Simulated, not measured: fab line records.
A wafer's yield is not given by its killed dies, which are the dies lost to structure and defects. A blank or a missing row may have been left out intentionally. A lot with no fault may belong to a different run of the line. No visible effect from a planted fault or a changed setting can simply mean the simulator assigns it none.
fab line records	flow n5Finfet
record: lots: 7	wafers: 21
route steps=1938 shown MOL_CONTACT_COAG@519 BEOL_M0@726 BEOL_M1@770 BEOL_M2@860 BEOL_M4@1027
startH: the number of hours between the record's first day and the start of the first shown wafer of the lot	waitH: how many hours have passed since the lot's step before this one	" identical to the entry in the row above	L1.1+2: several wafers, shown together as one row	- either no value or no given start	* or withheld: withheld	< > ~ a bound
route shown NAME@n: a module of which the file shows steps, and the number in the route of the first	usual: mean/standard deviation of fault-free wafers	same: alike in all rows	chamber/n: place in a boat	sites: each site's reading	_std_site: how widely they spread, as a standard deviation	_edge_site: mean of outer sites minus mean of inner sites	radiusMm: how far each site lies from the wafer's centre	mask NAME#n: copy n	behind: the most recent tool/chamber to have shaped the wafer	hold: why the lot was held/for how many hours/how that ended	device: the n, p or np transistor that did not switch	end of line: tests of these same wafers at the route's end	a step with no rows: only its recipe	killed: the dies lost at the first sort to structure and to defects; this is not the yield of the wafer	map: dies across one wafer; x = killed, . = not, _ = none there
set.NAME: the run value of the setting; set.NAME@STEP: its run value at that earlier step	model.NAME: the simulator's own value behind a step, which no gauge read
lots with deliberately changed settings; one table per step, one row per wafer
== steps ==
step: N5_MOL_CONTACT_COAG_COAT_58
recipe: resist: underlayer	tempC: 205	timeS: 60	spinRpm: 1500	resistThkNm: 10
lot.wafer	tool	chamber	startH	waitH	set.spinRpm	model.underlayer_of_MOL_CONTACT_COAG_COAT_58.thkNm
L080.2+6	lithoTrack-02	0	-	-	1332	10.6
L080.4	"	0	"	"	1500	10
L081.1+3	lithoTrack-02	0	-	-	1597	9.8
L081.4	"	0	"	"	1500	10
L082.2+3	lithoTrack-04	0	-	-	1643	9.6
L082.5	"	0	"	"	1500	10
L088.1+3+5	lithoTrack-02	0	-	-	1500	10
L091.2	lithoTrack-01	0	-	-	1500	10
L091.3+4	"	0	"	"	1567	9.8
L094.1+3+5	lithoTrack-02	0	-	-	1500	10
L097.3	lithoTrack-04	0	-	-	1554	9.8
L097.4+6	"	0	"	"	1500	10
step: N5_MOL_CONTACT_COAG_COAT_02
recipe: resist: CAR-EUV	spinRpm: 1500	resistThkNm: 30
step: N5_MOL_CONTACT_COAG_EBR_04
recipe: solvent: PGMEA	ebrWidthMm: 1.5
step: N5_MOL_CONTACT_COAG_DESCUM_13
recipe: chemistry: O2	timeS: 7	sourcePowerW: 50	biasPowerW: 20	pressureMtorr: 20	rfFrequencyHz: 2.712e+07	tempC: 40	resist: CAR-EUV	o2FlowSccm: 225
step: N5_MOL_CONTACT_COAG_ETCH_59
recipe: chemistry: N2/H2	target: underlayer	targetDepthA: 130	maskMaterial: CAR-EUV	timeS: 10.4	ionEnergyEv: 200	pressureMtorr: 30	sourceW: 840	biasW: 150	n2FlowSccm: 200	h2FlowSccm: 200	ends: cleared
lot.wafer	tool	chamber	startH	waitH	set.spinRpm@MOL_CONTACT_COAG_COAT_58	model.etch.depthNm
L080.2	rieDiel-04	2	127.88	0.0	1332	10.65
L080.4	"	3	"	"	1500	10.07
L080.6	"	0	"	"	1332	10.66
L081.1	rieDiel-05	3	130.05	0.0	1597	9.723
L081.3	"	0	"	"	1597	9.737
L081.4	"	1	"	"	1500	10.06
L082.2	rieDiel-05	2	140.08	0.0	1643	9.548
L082.3	"	0	"	"	1643	9.558
L082.5	"	1	"	"	1500	9.972
L088.1	rieDiel-04	3	171.12	0.0	1500	10.02
L088.3+5	"	1,0	"	"	1500	10.03
L091.2	rieDiel-06	2	190.06	0.0	1500	9.996
L091.3	"	1	"	"	1567	9.764
L091.4	"	3	"	"	1567	9.734
L094.1	rieDiel-05	3	208.81	0.0	1500	10.01
L094.3	"	1	"	"	1500	9.997
L094.5	"	3	"	"	1500	10.02
L097.3	rieDiel-04	2	232.56	0.0	1554	9.803
L097.4	"	3	"	"	1500	9.98
L097.6	"	2	"	"	1500	9.971
step: N5_MOL_CONTACT_COAG_ETCH_105
recipe: chemistry: CF4	target: SiARC	targetDepthA: 156	maskMaterial: CAR-EUV	timeS: 26	ionEnergyEv: 80	pressureMtorr: 40	sourceW: 545	biasW: 36	Ar_flow_sccm: 100	cf4FlowSccm: 100	ends: cleared
lot.wafer	tool	chamber	startH	waitH	set.spinRpm@MOL_CONTACT_COAG_COAT_58	model.CAR-EUV_of_MOL_CONTACT_COAG_COAT_02.thkNm
L080.2	rieDiel-04	2	127.90	0.0	1332	5
L080.4	"	3	"	"	1500	5.6
L080.6	"	0	"	"	1332	4.8
L081.1	rieDiel-05	3	130.07	0.0	1597	5.6
L081.3	"	0	"	"	1597	5.8
L081.4	"	1	"	"	1500	5.4
L082.2+3	rieDiel-05	2,0	140.09	0.0	1643	5.8
L082.5	"	1	"	"	1500	5.4
L088.1+5	rieDiel-04	3,0	171.14	0.0	1500	5.6
L088.3	"	1	"	"	1500	5.2
L091.2	rieDiel-06	2	190.08	0.0	1500	5.6
L091.3	"	1	"	"	1567	5.8
L091.4	"	3	"	"	1567	6
L094.1+5	rieDiel-05	3	208.83	0.0	1500	5.2
L094.3	"	1	"	"	1500	5.4
L097.3	rieDiel-04	2	232.58	0.0	1554	5.8
L097.4+6	"	3,2	"	"	1500	5.6
step: N5_MOL_CONTACT_COAG_COAT_64
recipe: resist: underlayer	tempC: 205	timeS: 60	spinRpm: 1500	resistThkNm: 10
lot.wafer	tool	chamber	startH	waitH	set.spinRpm	model.underlayer_of_MOL_CONTACT_COAG_COAT_64.thkNm
L080.2+4+6	lithoTrack-01	0	-	-	1500	10
L081.1+3	lithoTrack-02	0	-	-	1613	9.6
L081.4	"	0	"	"	1500	10
L082.2	lithoTrack-04	0	-	-	1500	10
L082.3+5	"	0	"	"	1453	10.2
L088.1+3+5	lithoTrack-04	0	-	-	1500	10
L091.2+3	lithoTrack-04	0	-	-	1500	10
L091.4	"	0	"	"	1358	10.6
L094.1+3+5	lithoTrack-04	0	-	-	1500	10
L097.3+6	lithoTrack-02	0	-	-	1500	10
L097.4	"	0	"	"	1347	10.6
step: N5_MOL_CONTACT_COAG_COAT_34
recipe: resist: CAR-EUV	spinRpm: 1500	resistThkNm: 40
step: N5_MOL_CONTACT_COAG_EBR_36
recipe: solvent: PGMEA	ebrWidthMm: 1.5
step: N5_MOL_CONTACT_COAG_DESCUM_45
recipe: chemistry: O2	timeS: 7	sourcePowerW: 50	biasPowerW: 20	pressureMtorr: 20	rfFrequencyHz: 2.712e+07	tempC: 40	resist: CAR-EUV	o2FlowSccm: 225
step: N5_MOL_CONTACT_COAG_ETCH_65
recipe: chemistry: N2/H2	target: underlayer	targetDepthA: 130	maskMaterial: CAR-EUV	timeS: 10.4	ionEnergyEv: 200	pressureMtorr: 30	sourceW: 840	biasW: 150	n2FlowSccm: 200	h2FlowSccm: 200	ends: cleared
lot.wafer	tool	chamber	startH	waitH	set.spinRpm@MOL_CONTACT_COAG_COAT_64	model.etch.depthNm
L080.2	rieDiel-04	2	140.26	0.0	1500	10
L080.4+6	"	2,1	"	"	1500	10.02
L081.1	rieDiel-06	1	140.86	0.0	1613	9.641
L081.3	"	0	"	"	1613	9.659
L081.4	"	2	"	"	1500	10
L082.2	rieDiel-04	1	151.73	0.0	1500	10.04
L082.3	"	2	"	"	1453	10.18
L082.5	"	1	"	"	1453	10.17
L088.1+3	rieDiel-05	0,2	183.27	0.0	1500	10.02
L088.5	"	2	"	"	1500	10.01
L091.2	rieDiel-06	2	201.00	0.0	1500	10.01
L091.3	"	3	"	"	1500	10.03
L091.4	"	2	"	"	1358	10.52
L094.1	rieDiel-06	1	222.41	0.0	1500	9.999
L094.3	"	3	"	"	1500	10.06
L094.5	"	3	"	"	1500	10.03
L097.3	rieDiel-06	3	244.14	0.0	1500	10.04
L097.4	"	0	"	"	1347	10.59
L097.6	"	0	"	"	1500	10.03
step: N5_MOL_CONTACT_COAG_ETCH_66
recipe: chemistry: CF4	target: SiARC	targetDepthA: 130	maskMaterial: CAR-EUV	timeS: 21.7	ionEnergyEv: 80	pressureMtorr: 40	sourceW: 545	biasW: 36	Ar_flow_sccm: 100	cf4FlowSccm: 100	ends: cleared
lot.wafer	tool	chamber	startH	waitH	set.spinRpm@MOL_CONTACT_COAG_COAT_64	model.CAR-EUV_of_MOL_CONTACT_COAG_COAT_34.thkNm
L080.2+4	rieDiel-04	2	140.28	0.0	1500	17
L080.6	"	1	"	"	1500	16.8
L081.1	rieDiel-06	1	140.88	0.0	1613	17.4
L081.3	"	0	"	"	1613	17.2
L081.4	"	2	"	"	1500	17.2
L082.2	rieDiel-04	1	151.75	0.0	1500	16.8
L082.3	"	2	"	"	1453	16.8
L082.5	"	1	"	"	1453	16.6
L088.1+3+5	rieDiel-05	0,2,2	183.28	0.0	1500	17
L091.2+3	rieDiel-06	2,3	201.02	0.0	1500	17.2
L091.4	"	2	"	"	1358	16.6
L094.1	rieDiel-06	1	222.43	0.0	1500	17
L094.3+5	"	3	"	"	1500	17.2
L097.3+6	rieDiel-06	3,0	244.16	0.0	1500	17
L097.4	"	0	"	"	1347	16.2
step: N5_BEOL_M0_ETCH_109
recipe: chemistry: CH3F/O2	targetDepthA: 80	overetchA: 24	target: SiCN	timeS: 27.4	ionEnergyEv: 120	pressureMtorr: 30	sourceW: 395	biasW: 75	Ar_flow_sccm: 150	CH3F_flow_sccm: 30	O2_flow_sccm: 20
usual: rfVppV: 297.8/1.6
lot.wafer	tool	chamber	startH	waitH	set.biasW	rfVppV
L080.2	rieDiel-05	3	155.46	0.0	75	298.6
L080.4	"	2	"	"	75	298.9
L080.6	"	3	"	"	75	299.4
L081.1	rieDiel-04	0	160.94	0.4	67.2	278.9
L081.3	"	1	"	"	67.2	277.7
L081.4	"	3	"	"	67.2	276.2
L082.2	rieDiel-05	3	169.78	0.6	82.08	315.2
L082.3	"	1	"	"	75	296.2
L082.5	"	3	"	"	75	297.4
L088.1	rieDiel-06	2	200.24	0.2	75	300.1
L088.3	"	3	"	"	75	298.8
L088.5	"	3	"	"	75	297.6
L091.2	rieDiel-05	1	217.39	0.1	75	299.7
L091.3	"	3	"	"	75	298.3
L091.4	"	0	"	"	75	300.8
L094.1	rieDiel-04	1	247.48	0.2	75	297.7
L094.3	"	2	"	"	75	298.1
L094.5	"	1	"	"	80.13	308.8
L097.3	rieDiel-04	3	260.10	0.0	75	295.5
L097.4	"	2	"	"	75	296.3
L097.6	"	0	"	"	75	298.7
step: N5_BEOL_M1_ETCH_64
recipe: chemistry: N2/H2	target: SOC	targetDepthA: 750	overetchA: 150	maskMaterial: SiARC	tempC: 40	timeS: 112.5	ionEnergyEv: 200	pressureMtorr: 30	sourceW: 840	biasW: 150	n2FlowSccm: 200	h2FlowSccm: 200
usual: rfVppV: 524.7/2.2
lot.wafer	tool	chamber	startH	waitH	set.biasW	rfVppV	model.SiARC_of_BEOL_M1_COAT_62.thkNm
L080.2	rieDiel-03	1	161.58	0.0	132.5	483.6	7.8
L080.4	"	3	"	"	132.5	487.8	7.8
L080.6	"	2	"	"	150	524.1	6.6
L081.1	rieDiel-03	0	166.26	0.0	150	528.7	7.4
L081.3	"	2	"	"	150	523.2	6.8
L081.4	"	3	"	"	150	527.8	7.2
L082.2	rieDiel-03	2	174.67	0.0	150	522.6	6.6
L082.3	"	3	"	"	150	527.0	7
L082.5	"	0	"	"	142	508.8	7.6
L088.1	rieDiel-03	3	206.15	0.0	150	528.6	7
L088.3	"	2	"	"	150	523.9	6.6
L088.5	"	3	"	"	150	528.0	7
L091.2	rieDiel-01	0	221.43	0.0	150	524.5	6.8
L091.3	"	2	"	"	150	524.6	6.4
L091.4	"	0	"	"	133.5	489.2	7.6
L094.1	rieDiel-01	2	252.34	0.0	150	525.3	6.6
L094.3	"	1	"	"	150	522.9	7
L094.5	"	2	"	"	150	524.7	6.4
L097.3	rieDiel-01	0	267.15	0.0	167.8	564.7	6
L097.4	"	0	"	"	150	526.9	6.8
L097.6	"	1	"	"	150	522.3	7
step: N5_BEOL_M2_ETCH_64
recipe: chemistry: N2/H2	target: SOC	targetDepthA: 750	overetchA: 225	maskMaterial: SiARC	tempC: 40	timeS: 121.9	ionEnergyEv: 200	pressureMtorr: 30	sourceW: 840	biasW: 150	n2FlowSccm: 200	h2FlowSccm: 200
usual: rfVppV: 524.3/2.7
lot.wafer	tool	chamber	startH	waitH	set.sourceW	rfVppV
L080.2	rieDiel-06	0	170.54	0.0	840	523.3
L080.4	"	1	"	"	792	532.4
L080.6	"	1	"	"	840	523.9
L081.1	rieDiel-05	3	175.23	0.0	840	526.0
L081.3	"	0	"	"	840	520.2
L081.4	"	3	"	"	840	526.5
L082.2	rieDiel-05	0	183.44	0.0	840	519.4
L082.3	"	2	"	"	840	525.4
L082.5	"	3	"	"	769.2	541.0
L088.1	rieDiel-05	1	224.07	0.0	840	528.4
L088.3	"	0	"	"	840	527.7
L088.5	"	2	"	"	840	525.1
L091.2	rieDiel-04	2	231.05	0.0	959	500.2
L091.3	"	0	"	"	959	503.9
L091.4	"	0	"	"	959	504.3
L094.1	rieDiel-05	0	265.82	0.0	840	528.8
L094.3	"	2	"	"	784.9	536.2
L094.5	"	0	"	"	840	527.8
L097.3	rieDiel-06	0	274.59	0.0	898.6	511.8
L097.4	"	2	"	"	840	525.5
L097.6	"	0	"	"	898.6	511.3
step: N5_BEOL_M2_COAT_22
recipe: resist: CAR-EUV	spinRpm: 1500	resistThkNm: 30
lot.wafer	tool	chamber	startH	waitH	set.spinRpm	model.CAR-EUV_of_BEOL_M2_COAT_22.thkNm
L080.2+6	lithoTrack-05	0	-	-	1430	30.8
L080.4	"	0	"	"	1500	30.2
L081.1+4	lithoTrack-05	0	-	-	1500	30
L081.3	"	0	"	"	1500	29.8
L082.2	lithoTrack-04	0	-	-	1500	30
L082.3+5	"	0	"	"	1500	30.2
L088.1+3+5	lithoTrack-04	0	-	-	1500	30
L091.2	lithoTrack-05	0	-	-	1500	30
L091.3+4	"	0	"	"	1428	30.8
L094.1+3+5	lithoTrack-03	0	-	-	1500	30
L097.3	lithoTrack-04	0	-	-	1646	28.4
L097.4	"	0	"	"	1646	28.6
L097.6	"	0	"	"	1500	29.8
step: N5_BEOL_M2_EBR_24
recipe: solvent: PGMEA	ebrWidthMm: 1.5
step: N5_BEOL_M2_SOFTBAKE_23
recipe: tempC: 110	timeS: 60	resist: CAR-EUV
step: N5_BEOL_M2_EXPOSE_25
recipe: maskId: V1	na: 0.33	sourceShape: quasar	sigmaInner: 0.2	sigmaOuter: 0.8	polarization: unpolarized	defocusNm: 5	doseMj: 63
step: N5_BEOL_M2_PEB_26
recipe: pebTempC: 100	pebTimeS: 60	resist: CAR-EUV
step: N5_BEOL_M2_DEVELOP_27
recipe: developTimeS: 30	developer: TMAH	resist: CAR-EUV	rinseLiquid: surfactantRinse	dry: airSpin	devTempC: 23
lot.wafer	tool	chamber	startH	waitH	set.spinRpm@BEOL_M2_COAT_22	model.CAR-EUV_of_BEOL_M2_COAT_22.thkNm
L080.2+6	lithoTrack-05	0	-	-	1430	30.4
L080.4	"	0	"	"	1500	29.6
L081.1+3+4	lithoTrack-03	0	-	-	1500	29.4
L082.2+3+5	lithoTrack-05	0	-	-	1500	29.6
L088.1+3+5	lithoTrack-04	0	-	-	1500	29.6
L091.2	lithoTrack-03	0	-	-	1500	29.6
L091.3+4	"	0	"	"	1428	30.4
L094.1+3	lithoTrack-04	0	-	-	1500	29.4
L094.5	"	0	"	"	1500	29.6
L097.3+4	lithoTrack-04	0	-	-	1646	28
L097.6	"	0	"	"	1500	29.4
step: N5_BEOL_M4_COAT_73
recipe: resist: underlayer	tempC: 205	timeS: 60	spinRpm: 1500	resistThkNm: 5
lot.wafer	tool	chamber	startH	waitH	set.spinRpm
L081.1+3	lithoTrack-02	0	-	-	1399
L081.4	"	0	"	"	1500
L080.2+4	lithoTrack-03	0	-	-	1500
L080.6	"	0	"	"	1563
L082.2+3	lithoTrack-02	0	-	-	1500
L082.5	"	0	"	"	1550
L088.1+3+5	lithoTrack-05	0	-	-	1500
L091.2+4	lithoTrack-05	0	-	-	1384
L091.3	"	0	"	"	1500
L094.1+3+5	lithoTrack-03	0	-	-	1500
L097.3+4	lithoTrack-02	0	-	-	1500
L097.6	"	0	"	"	1571
step: N5_BEOL_M4_EXPOSE_08
recipe: maskId: M4	na: 0.33	sourceShape: dipole	sigmaInner: 0.369	sigmaOuter: 0.767	polarization: unpolarized	doseMj: 41.25
lot.wafer	tool	chamber	startH	waitH	mask	set.doseMj
L081.1+4	euvScanner-02	0	195.56	-	M4#0	41.25
L081.3	"	0	"	"	M4#0	38.23
L080.2+6	euvScanner-01	0	197.02	-	M4#0	41.25
L080.4	"	0	"	"	M4#0	39.48
L082.2	euvScanner-02	0	217.92	-	M4#0	41.25
L082.3+5	"	0	"	"	M4#0	39.28
L088.1+3+5	euvScanner-02	0	241.75	-	M4#0	41.25
L091.2+3+4	euvScanner-01	0	251.03	-	M4#0	41.25
L094.1+3	euvScanner-02	0	286.92	-	M4#0	40.1
L094.5	"	0	"	"	M4#0	41.25
L097.3+4	euvScanner-02	0	289.04	-	M4#0	41.25
L097.6	"	0	"	"	M4#0	40.34
step: N5_BEOL_M4_PEB_09
recipe: pebTempC: 100	pebTimeS: 60	resist: CAR-EUV
step: N5_BEOL_M4_DEVELOP_10
recipe: developTimeS: 30	developer: TMAH	resist: CAR-EUV	rinseLiquid: surfactantRinse	dry: airSpin	devTempC: 23
step: N5_BEOL_M4_CD_MEAS_11
recipe: targetCdNm: 16.79	landingEnergyEv: 500	detector: seInlens	polarity: opening
usual: cdNm: 16.7/0.32
lot.wafer	tool	chamber	startH	waitH	set.doseMj@BEOL_M4_EXPOSE_08	cdNm
L081.1	cdSem-02	0	195.69	-	41.25	16.7
L081.3	"	0	"	"	38.23	14.7
L081.4	"	0	"	"	41.25	16.4
L080.2	cdSem-02	0	197.14	-	41.25	16.7
L080.4	"	0	"	"	39.48	16.1
L080.6	"	0	"	"	41.25	16.6
L082.2	cdSem-03	0	218.04	-	41.25	16.8
L082.3	"	0	"	"	39.28	15.6
L082.5	"	0	"	"	39.28	15.8
L088.1	cdSem-02	0	241.88	-	41.25	16.8
L088.3	"	0	"	"	41.25	16.8
L088.5	"	0	"	"	41.25	16.8
L091.2	cdSem-01	0	251.16	-	41.25	16.7
L091.3	"	0	"	"	41.25	17.0
L091.4	"	0	"	"	41.25	16.7
L094.1	cdSem-03	0	287.06	-	40.1	16.3
L094.3	"	0	"	"	40.1	16.2
L094.5	"	0	"	"	41.25	17.0
L097.3	cdSem-02	0	289.16	-	41.25	16.5
L097.4	"	0	"	"	41.25	16.5
L097.6	"	0	"	"	40.34	16.4
step: N5_BEOL_M4_DESCUM_16
recipe: chemistry: O2	timeS: 7	sourcePowerW: 50	biasPowerW: 20	pressureMtorr: 20	rfFrequencyHz: 2.712e+07	tempC: 40	resist: CAR-EUV	o2FlowSccm: 225
step: N5_BEOL_M4_ETCH_74
recipe: chemistry: N2/H2	target: underlayer	targetDepthA: 65	maskMaterial: CAR-EUV	timeS: 5.2	ionEnergyEv: 200	pressureMtorr: 30	sourceW: 840	biasW: 150	n2FlowSccm: 200	h2FlowSccm: 200	ends: cleared
lot.wafer	tool	chamber	startH	waitH	set.spinRpm@BEOL_M4_COAT_73	set.doseMj@BEOL_M4_EXPOSE_08	model.BEOL_M4.cdOffsetNm	model.etch.depthNm
L081.1	rieDiel-06	0	196.27	0.0	1399	41.25	-0.4	5.194
L081.3	"	3	"	"	1399	38.23	-1.6	5.193
L081.4	"	1	"	"	1500	41.25	-0.2	5.013
L080.2	rieDiel-04	0	197.65	0.0	1500	41.25	0	4.997
L080.4	"	2	"	"	1500	39.48	-1	5.001
L080.6	"	1	"	"	1563	41.25	-0.2	4.896
L082.2	rieDiel-04	3	218.40	0.0	1500	41.25	0	5.015
L082.3	"	2	"	"	1500	39.28	-1.2	5.032
L082.5	"	3	"	"	1550	39.28	-0.8	4.944
L088.1	rieDiel-05	2	242.04	0.0	1500	41.25	0.4	5.015
L088.3	"	1	"	"	1500	41.25	0	5.019
L088.5	"	2	"	"	1500	41.25	0.2	5.008
L091.2	rieDiel-05	2	251.32	0.0	1384	41.25	0	5.229
L091.3	"	1	"	"	1500	41.25	-0.2	5.015
L091.4	"	0	"	"	1384	41.25	-0.4	5.224
L094.1	rieDiel-05	1	287.28	0.0	1500	40.1	-0.4	4.985
L094.3	"	2	"	"	1500	40.1	-0.2	4.984
L094.5	"	2	"	"	1500	41.25	0.4	4.993
L097.3	rieDiel-06	1	289.34	0.0	1500	41.25	-0.2	5.013
L097.4	"	0	"	"	1500	41.25	-0.4	5.014
L097.6	"	3	"	"	1571	40.34	-0.6	4.887
step: N5_BEOL_M4_ETCH_63
recipe: chemistry: CF4	target: SiARC	targetDepthA: 156	maskMaterial: CAR-EUV	timeS: 26	ionEnergyEv: 80	pressureMtorr: 40	sourceW: 545	biasW: 36	Ar_flow_sccm: 100	cf4FlowSccm: 100	ends: cleared
lot.wafer	tool	chamber	startH	waitH	set.doseMj@BEOL_M4_EXPOSE_08	model.BEOL_M4.cdOffsetNm
L081.1	rieDiel-06	0	196.29	0.0	41.25	-0.8
L081.3	"	3	"	"	38.23	-1.6
L081.4	"	1	"	"	41.25	-0.2
L080.2	rieDiel-04	0	197.66	0.0	41.25	-0.2
L080.4	"	2	"	"	39.48	-1
L080.6	"	1	"	"	41.25	-0.4
L082.2	rieDiel-04	3	218.42	0.0	41.25	-0.2
L082.3	"	2	"	"	39.28	-1.4
L082.5	"	3	"	"	39.28	-1
L088.1+5	rieDiel-05	2	242.05	0.0	41.25	0.2
L088.3	"	1	"	"	41.25	0
L091.2	rieDiel-05	2	251.33	0.0	41.25	0
L091.3	"	1	"	"	41.25	-0.2
L091.4	"	0	"	"	41.25	-0.6
L094.1+3	rieDiel-05	1,2	287.30	0.0	40.1	-0.2
L094.5	"	2	"	"	41.25	0.2
L097.3	rieDiel-06	1	289.36	0.0	41.25	0
L097.4	"	0	"	"	41.25	-0.4
L097.6	"	3	"	"	40.34	-0.6
== key ==
split: step: N5_MOL_CONTACT_COAG_COAT_58	setting: spinRpm	stated: 1500	by: wafer
response: step: N5_MOL_CONTACT_COAG_COAT_58	reading: model.underlayer_of_MOL_CONTACT_COAG_COAT_58.thkNm	change: -0.0462	per: 1%	r: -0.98
response: step: N5_MOL_CONTACT_COAG_ETCH_59	reading: model.etch.depthNm	change: -0.0495	per: 1%	r: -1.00
response: step: N5_MOL_CONTACT_COAG_ETCH_105	reading: model.CAR-EUV_of_MOL_CONTACT_COAG_COAT_02.thkNm	change: +0.0538	per: 1%	r: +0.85
split: step: N5_MOL_CONTACT_COAG_COAT_64	setting: spinRpm	stated: 1500	by: wafer
response: step: N5_MOL_CONTACT_COAG_COAT_64	reading: model.underlayer_of_MOL_CONTACT_COAG_COAT_64.thkNm	change: -0.0593	per: 1%	r: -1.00
response: step: N5_MOL_CONTACT_COAG_ETCH_65	reading: model.etch.depthNm	change: -0.0516	per: 1%	r: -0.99
response: step: N5_MOL_CONTACT_COAG_ETCH_66	reading: model.CAR-EUV_of_MOL_CONTACT_COAG_COAT_34.thkNm	change: +0.0573	per: 1%	r: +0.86
split: step: N5_BEOL_M0_ETCH_109	setting: biasW	stated: 75	by: wafer
response: step: N5_BEOL_M0_ETCH_109	reading: rfVppV	change: +1.83	per: 1%	r: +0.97
split: step: N5_BEOL_M1_ETCH_64	setting: biasW	stated: 150	by: wafer
response: step: N5_BEOL_M1_ETCH_64	reading: rfVppV	change: +3.28	per: 1%	r: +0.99
response: step: N5_BEOL_M1_ETCH_64	reading: model.SiARC_of_BEOL_M1_COAT_62.thkNm	change: -0.0937	per: 1%	r: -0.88
split: step: N5_BEOL_M2_ETCH_64	setting: sourceW	stated: 840	by: wafer
response: step: N5_BEOL_M2_ETCH_64	reading: rfVppV	change: -1.82	per: 1%	r: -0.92
split: step: N5_BEOL_M2_COAT_22	setting: spinRpm	stated: 1500	by: wafer
response: step: N5_BEOL_M2_COAT_22	reading: model.CAR-EUV_of_BEOL_M2_COAT_22.thkNm	change: -0.138	per: 1%	r: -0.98
response: step: N5_BEOL_M2_DEVELOP_27	reading: model.CAR-EUV_of_BEOL_M2_COAT_22.thkNm	change: -0.152	per: 1%	r: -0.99
split: step: N5_BEOL_M4_COAT_73	setting: spinRpm	stated: 1500	by: wafer
response: step: N5_BEOL_M4_ETCH_74	reading: model.etch.depthNm	change: -0.0265	per: 1%	r: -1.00
split: step: N5_BEOL_M4_EXPOSE_08	setting: doseMj	stated: 41.25	by: wafer
response: step: N5_BEOL_M4_CD_MEAS_11	reading: cdNm	change: +0.222	per: 1%	r: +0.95
response: step: N5_BEOL_M4_ETCH_74	reading: model.BEOL_M4.cdOffsetNm	change: +0.193	per: 1%	r: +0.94
response: step: N5_BEOL_M4_ETCH_63	reading: model.BEOL_M4.cdOffsetNm	change: +0.166	per: 1%	r: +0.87
